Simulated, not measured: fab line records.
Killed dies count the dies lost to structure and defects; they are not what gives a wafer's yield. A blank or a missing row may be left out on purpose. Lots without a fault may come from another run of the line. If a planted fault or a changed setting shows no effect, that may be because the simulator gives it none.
8D (eight disciplines) problem report, filled in by code | flow nand-harc | the parts of the form that need people (team, actions taken, sign-off) are left out

1. THE PROBLEM
Wafers without a fault read 1004 nm, standard deviation 9.9; thk-nm at NHARC_A_ONON_D2_THK_MEAS_21 reads a mean of 1325 nm on 3 wafers belonging to 3 lots. Relative to the usual mean, that is a shift of +32 standard deviations.
The step: measures by ellipsometry.
Seen first at day 16 17:42 on film-metro-01, wafer L405.2. Wafers with a number at this step in the record: 40, from 14 lots. Rule for "out" (also "out of limits"): further than 4 standard deviations from the usual mean. The other wafers with a number count as sound.

2. WHAT IT IS, AND WHAT IT ISN'T
question                    | is                     | is not
which readings at this step | thk-nm                 | -
which lots                  | L404, L405, L408       | L395, L396, L398, L400, L401, L402, L403, L412, L415, L416, L417
which wafers of those lots  | L404.5, L405.2, L408.5 | L404.4, L405.4, L408.1, L408.6
read on which gauges        | film-metro-01          | film-metro-02
when                        | from day 16 17:42      | up to then (19 sound wafers); but 18 sound wafers of L403, L404, L408, L412, L415, L416, L417 came after

3. THE SUSPECTS, EACH WITH WHAT RULES IT OUT
Counting: any tool at a process step up to the reading remains a suspect provided it ran every lot that is out. Sound lots after the first of them don't rule it out here, since some wafers of a struck lot are sound.
- the gauge at NHARC_A_ONON_D2_THK_MEAS_21: kept. All the wafers that are out were read on film-metro-01, and no step on other tools shows them out.
- pecvd-onon-03 at NHARC_A_ONON_D2_DEP_19 (target thk 1000 nm): kept. It processed each lot that is out (first: L405, day 16 17:15); up to then, its last sound lot is L402 (day 15 18:34).
What counting leaves: pecvd-onon-03 at NHARC_A_ONON_D2_DEP_19 and film-metro-01 at NHARC_A_ONON_D2_THK_MEAS_21.

4. THE CAUSE (what the simulator had put in)
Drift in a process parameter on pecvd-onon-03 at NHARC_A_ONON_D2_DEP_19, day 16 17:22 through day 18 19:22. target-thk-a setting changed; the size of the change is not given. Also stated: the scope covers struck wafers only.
Of the 2 suspects that counting leaves, this tool is one.

5. THE CHAIN OF EFFECTS, in route order
One row per reading whose mean, taken over the struck wafers that have a number, lies over 3 standard deviations from the usual. Readings are gone through only where the record gives a usual standard deviation; hours: the median, over the lots, of the time from a lot's start at the first step in this table giving one to that lot's start at this step; sigmas: the change measured in usual standard deviations.
hours | step                        | reading | usual   | on struck wafers | change | sigmas
0     | NHARC_A_ONON_D2_THK_MEAS_21 | thk-nm  | 1004 nm | 1325             | +321   | +32
Later steps that measure or inspect, where all struck wafers having a row at the step show a number for every such reading and not one has moved that far: NHARC_A_ONON_D2_THK_MEAS_30, NHARC_A_ONON_D2_THK_MEAS_34, NHARC_END_SORT_01.

6. WHAT WOULD HAVE CAUGHT IT SOONER
In this record the first reading out of limits at a measuring or inspecting step was taken at day 16 17:42, 0 hours after the fault began at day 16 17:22.
An alarm limit of 4 standard deviations would not have fired on the tool readings at NHARC_A_ONON_D2_DEP_19 for which the record gives a usual standard deviation, since none of them was out on any struck wafer.
L404, L408, from the lots that are out (3), started NHARC_A_ONON_D2_DEP_19 on pecvd-onon-03 later than day 16 17:42. A hold on the tool at that time would have spared those 2.
